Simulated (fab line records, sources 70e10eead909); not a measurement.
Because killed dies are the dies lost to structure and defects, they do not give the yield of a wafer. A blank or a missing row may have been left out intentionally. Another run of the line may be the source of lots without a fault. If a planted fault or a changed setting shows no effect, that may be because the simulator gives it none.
Which of the tools did it? | flow nand harc | route of 1159 steps, sampled at 1 step: 12 lots, 36 wafers

== WHAT THE GAUGES SHOWED, per wafer ==
NHARC_P_ZERO_WELL_CD_MEAS_11: target cd 500 nm.
lot  | measured    | on        | cd nm (nm)
L075 | day 1 19:15 | cd sem-01 | 499.2 498.7 496.7
L077 | day 2 07:16 | cd sem-02 | 498.4 499.1 499.5
L079 | day 2 19:16 | cd sem-02 | 499.3 497.2 499.4
L081 | day 3 07:07 | cd sem-01 | 498.1 499.0 501.4
L083 | day 3 19:19 | cd sem-03 | 499.5 499.0 500.9
L085 | day 4 07:07 | cd sem-03 | 496.0 497.7 501.6
L087 | day 4 19:15 | cd sem-01 | 498.8 500.2 501.8
L089 | day 5 07:07 | cd sem-02 | 500.3 501.0 500.7
L091 | day 5 19:16 | cd sem-03 | 497.4 499.1 497.6
L093 | day 6 07:14 | cd sem-01 | 496.6 499.5 497.0
L095 | day 6 19:15 | cd sem-02 | 498.5 500.2 498.6
L097 | day 7 07:14 | cd sem-02 | 499.9 498.1 501.0

== TOOL THAT RAN EACH LOT (tool first, then ch and the chambers of the sampled wafers, then the start) ==
Record: no process step prior to these readings.

== THE ANSWER, worked out from the rows above alone ==
Rule: the usual values come from the lots themselves. The widest of any qualifying gaps counts: lots, ordered by their means at a reading, are off when they make up no more than a third of the lots, leave a main group of 4 or more, and stand apart from it by 3 or more times the standard deviation of that group's means. A main group is skipped when, at the precision printed for the reading in the tables above, its means are all equal. Also off: a lot with no number at a reading for which 4 or more lots have one. Any other lot the step has rows for is counted as sound.
Across all readings shown, no lot is off: no conclusion can be drawn from this.

== WHAT HAD BEEN PUT IN BY THE SIMULATOR ==
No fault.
